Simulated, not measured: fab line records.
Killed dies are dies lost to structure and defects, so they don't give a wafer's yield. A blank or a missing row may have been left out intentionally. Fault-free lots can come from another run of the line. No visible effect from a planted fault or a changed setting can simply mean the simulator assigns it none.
Split-lot experiment + flow n5-finfet + on a route of 1938 steps: 7 lots, 39 wafers read

## SPLIT DETAILS
At N5_DUMMY_GATE_ETCH_31 (etches SiO2 in C4F6/O2, target depth 82.5 nm, time 27.5 s), the setting target-depth-a was moved away from the recipe's 825 angstrom on 15 of the 39 wafers read, by -7.1% to +11.2%. For the rest of the wafers, this setting stayed at what the recipe calls for.

The reading comes from the split's own step.

## THE READING
SOC_of_DUMMY_GATE_COAT_34.thk-nm (the simulator's own value, which no gauge read), in nm, at N5_DUMMY_GATE_ETCH_31 (etches SiO2 in C4F6/O2, target depth 82.5 nm, time 27.5 s). No usual value for it is given in the file. Across the 24 wafers here that went through the recipe, the average is 51.7 nm and the standard deviation 0.27 nm.

| wafer  | tool, chamber at the split | target-depth-a as run, angstrom | against the recipe | SOC_of_DUMMY_GATE_COAT_34.thk-nm, nm | against lot-mates on the recipe |
|--------|----------------------------|---------------------------------|--------------------|--------------------------------------|---------------------------------|
| L078.1 | rie-diel-05, 3             | 825                             | recipe             | 52.2                                 | -                               |
| L078.2 | rie-diel-05, 0             | 825                             | recipe             | 51.6                                 | -                               |
| L078.3 | rie-diel-05, 1             | 825                             | recipe             | 51.8                                 | -                               |
| L078.4 | rie-diel-05, 2             | 888.5                           | +7.7%              | 51                                   | -0.9                            |
| L078.5 | rie-diel-05, 2             | 888.5                           | +7.7%              | 50.8                                 | -1.1                            |
| L078.6 | rie-diel-05, 1             | 888.5                           | +7.7%              | 51.2                                 | -0.7                            |
| L080.1 | rie-diel-06, 1             | 766.1                           | -7.1%              | 52.6                                 | +0.8                            |
| L080.2 | rie-diel-06, 0             | 825                             | recipe             | 52                                   | -                               |
| L080.3 | rie-diel-06, 3             | 825                             | recipe             | 51.4                                 | -                               |
| L080.4 | rie-diel-06, 3             | 766.1                           | -7.1%              | 52.4                                 | +0.6                            |
| L080.5 | rie-diel-06, 0             | 825                             | recipe             | 52                                   | -                               |
| L080.6 | rie-diel-06, 1             | 766.1                           | -7.1%              | 52.6                                 | +0.8                            |
| L081.1 | rie-diel-06, 0             | 825                             | recipe             | 51.6                                 | -                               |
| L081.2 | rie-diel-06, 1             | 825                             | recipe             | 51.8                                 | -                               |
| L081.3 | rie-diel-06, 3             | 872                             | +5.7%              | 50.8                                 | -0.9                            |
| L081.4 | rie-diel-06, 3             | 872                             | +5.7%              | 51                                   | -0.7                            |
| L081.5 | rie-diel-06, 0             | 872                             | +5.7%              | 51.4                                 | -0.3                            |
| L081.6 | rie-diel-06, 1             | 825                             | recipe             | 51.8                                 | -                               |
| L083.1 | rie-diel-03, 1             | 825                             | recipe             | 51.2                                 | -                               |
| L083.2 | rie-diel-03, 0             | 825                             | recipe             | 51.6                                 | -                               |
| L083.3 | rie-diel-03, 3             | 825                             | recipe             | 51.2                                 | -                               |
| L083.4 | rie-diel-03, 3             | 825                             | recipe             | 51.4                                 | -                               |
| L083.5 | rie-diel-03, 0             | 825                             | recipe             | 51.6                                 | -                               |
| L083.6 | rie-diel-03, 1             | 825                             | recipe             | 51.4                                 | -                               |
| L088.1 | rie-diel-03, 0             | 825                             | recipe             | 52                                   | -                               |
| L088.3 | rie-diel-03, 1             | 825                             | recipe             | 51.6                                 | -                               |
| L088.4 | rie-diel-03, 3             | 825                             | recipe             | 51.8                                 | -                               |
| L089.1 | rie-diel-05, 1             | 774.3                           | -6.1%              | 52.2                                 | +0.6                            |
| L089.2 | rie-diel-05, 2             | 825                             | recipe             | 51.6                                 | -                               |
| L089.3 | rie-diel-05, 0             | 825                             | recipe             | 51.6                                 | -                               |
| L089.4 | rie-diel-05, 2             | 825                             | recipe             | 51.6                                 | -                               |
| L089.5 | rie-diel-05, 0             | 774.3                           | -6.1%              | 52.2                                 | +0.6                            |
| L089.6 | rie-diel-05, 1             | 774.3                           | -6.1%              | 52.6                                 | +1.0                            |
| L092.1 | rie-diel-05, 3             | 825                             | recipe             | 52                                   | -                               |
| L092.2 | rie-diel-05, 2             | 825                             | recipe             | 51.2                                 | -                               |
| L092.3 | rie-diel-05, 0             | 917                             | +11.2%             | 50.8                                 | -0.9                            |
| L092.4 | rie-diel-05, 1             | 825                             | recipe             | 51.8                                 | -                               |
| L092.5 | rie-diel-05, 1             | 917                             | +11.2%             | 50.8                                 | -0.9                            |
| L092.6 | rie-diel-05, 0             | 917                             | +11.2%             | 50.6                                 | -1.1                            |

THE FIT
A straight line over all 39 wafers: SOC_of_DUMMY_GATE_COAT_34.thk-nm changes by -0.097 nm for each +1% of target-depth-a; r = -0.88; the points scatter about the line by 0.25 nm.
The same after taking each lot's own level away (the mean of its wafers on the recipe; 39 wafers): -0.101 nm for each +1%; r = -0.92; scatter 0.21 nm.
Per that fit: largest target-depth-a move, reading shift of 1.1 nm.
From 51.40 to 51.87 nm: that is the span of the lots' own levels, equal to 1.7 times the standard deviation above.
Consequently the slope shifts little with the lot-to-lot level, the two slopes agreeing.
Check: for one of the wafers moved furthest among these (+11.2%), held out of the fit, the line's prediction against its lot-mates is -1.16 nm. Against them it came out at -0.867 nm.

## THESE WAFERS: OTHER SPLITS
These wafers also went through other splits before the reading. Each is held against what the fit with the lots' levels taken away leaves over:
| other split on the same wafers | wafers away from the commonest value | r with SOC_of_DUMMY_GATE_COAT_34.thk-nm (lot level and that fit taken away) |
|--------------------------------|--------------------------------------|-----------------------------------------------------------------------------|
| N5_DUMMY_GATE_HM_DEP_06 time-s | 30                                   | +0.22                                                                       |

## THE WHOLE CHAIN: every reading that the file lists as answering this split, in the file's order
| step                  | what it does                                              | reading                                                                           | change (the file's fit)               | r (the file's) |
|-----------------------|-----------------------------------------------------------|-----------------------------------------------------------------------------------|---------------------------------------|----------------|
| N5_DUMMY_GATE_ETCH_31 | etches SiO2 in C4F6/O2, target depth 82.5 nm, time 27.5 s | etch.depth-nm (the simulator's own value, which no gauge read)                    | +0.992 nm for each +1% of the setting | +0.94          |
| N5_DUMMY_GATE_ETCH_31 | etches SiO2 in C4F6/O2, target depth 82.5 nm, time 27.5 s | SOC_of_DUMMY_GATE_COAT_34.thk-nm (the simulator's own value, which no gauge read) | -0.1 nm for each +1% of the setting   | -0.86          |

## THE FILE'S OWN FIT
SOC_of_DUMMY_GATE_COAT_34.thk-nm changes by -0.1 nm for each +1% of target-depth-a, r = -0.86.
